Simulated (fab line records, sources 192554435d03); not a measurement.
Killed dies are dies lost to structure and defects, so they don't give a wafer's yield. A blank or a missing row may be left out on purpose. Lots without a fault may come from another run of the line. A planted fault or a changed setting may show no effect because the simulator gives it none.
Which tool did it? | flow n5_finfet | 9 lots, 27 wafers sampled, at 3 steps of a route of 1938

WHAT THE GAUGES READ, wafer by wafer
N5_PMOS_HMC_CHANNEL_EPI_CD_MEAS_09: target cd 237.4 nm.
lot  | measured    | on        | cd_nm (nm)
L721 | day 2 05:03 | cd_sem-02 | 237.4 236.3 235.8
L722 | day 2 11:25 | cd_sem-01 | 237.6 237.9 238.8
L723 | day 2 17:07 | cd_sem-03 | 235.0 236.9 236.0
L725 | day 3 05:08 | cd_sem-03 | 237.1 237.6 237.7
L726 | day 3 11:03 | cd_sem-02 | 237.1 236.4 237.0
L730 | day 4 11:25 | cd_sem-03 | 236.8 237.3 236.9
L731 | day 4 17:26 | cd_sem-03 | 235.4 236.5 237.3
L732 | day 4 22:53 | cd_sem-02 | 238.4 227.8 229.6
L742 | day 7 11:04 | cd_sem-02 | 236.7 237.1 237.8

WHICH TOOL RAN EACH LOT (tool, then ch and the chambers of the sampled wafers, then the start)
lot  | N5_ZERO_LAYER_PECVD_02         | N5_PMOS_HMC_CHANNEL_EPI_PEB_07
L721 | pecvd-04 ch 1,2, day 2 00:17   | litho_track-02 ch 0, day 2 04:59
L722 | pecvd-02 ch 0, day 2 06:18     | litho_track-05 ch 0, day 2 11:20
L723 | pecvd-02 ch 0,1, day 2 12:18   | litho_track-05 ch 0, day 2 17:03
L725 | pecvd-03 ch 0,1, day 3 00:18   | litho_track-03 ch 0, day 3 05:05
L726 | pecvd-03 ch 0,1,2, day 3 06:18 | litho_track-02 ch 0, day 3 10:59
L730 | pecvd-03 ch 0,1,2, day 4 06:17 | litho_track-03 ch 0, day 4 11:20
L731 | pecvd-02 ch 0,1,2, day 4 12:18 | litho_track-03 ch 0, day 4 17:23
L732 | pecvd-03 ch 0,1, day 4 18:18   | litho_track-03 ch 0, day 4 22:49
L742 | pecvd-02 ch 1,2, day 7 06:17   | litho_track-02 ch 0, day 7 10:59
- N5_ZERO_LAYER_PECVD_02: deposits SiO2 from SiH4/N2O, target thk 10 nm, time 6 s.
- N5_PMOS_HMC_CHANNEL_EPI_PEB_07: peb time 60 s.

THE ANSWER, worked out from the rows above alone
Rule: what is usual is taken from the lots themselves. Put in order of their means at a reading, lots are off if they are a third of the lots or fewer, leave a main group of 4 or more, and stand apart from it by a gap of 3 or more times the standard deviation of the main group's means; of several such gaps the widest counts. A main group whose means are all the same, to the digits that the tables above print for the reading, isn't used. A lot without any number at a reading at which 4 lots or more have one is off too. The other lots that the step has rows for count as sound.
Off: L732, at N5_PMOS_HMC_CHANNEL_EPI_CD_MEAS_09 (cd_nm). The main group: mean 236.9 nm, standard deviation 0.63.
A tool fits if, at a process step before that reading, it ran every lot that is off, and no sound lot after the first of them. The gauges at N5_PMOS_HMC_CHANNEL_EPI_CD_MEAS_09 are tried like those tools. Can't be told from this: 2 tools fit, pecvd-03 at N5_ZERO_LAYER_PECVD_02, litho_track-03 at N5_PMOS_HMC_CHANNEL_EPI_PEB_07.

WHAT THE SIMULATOR HAD PUT IN
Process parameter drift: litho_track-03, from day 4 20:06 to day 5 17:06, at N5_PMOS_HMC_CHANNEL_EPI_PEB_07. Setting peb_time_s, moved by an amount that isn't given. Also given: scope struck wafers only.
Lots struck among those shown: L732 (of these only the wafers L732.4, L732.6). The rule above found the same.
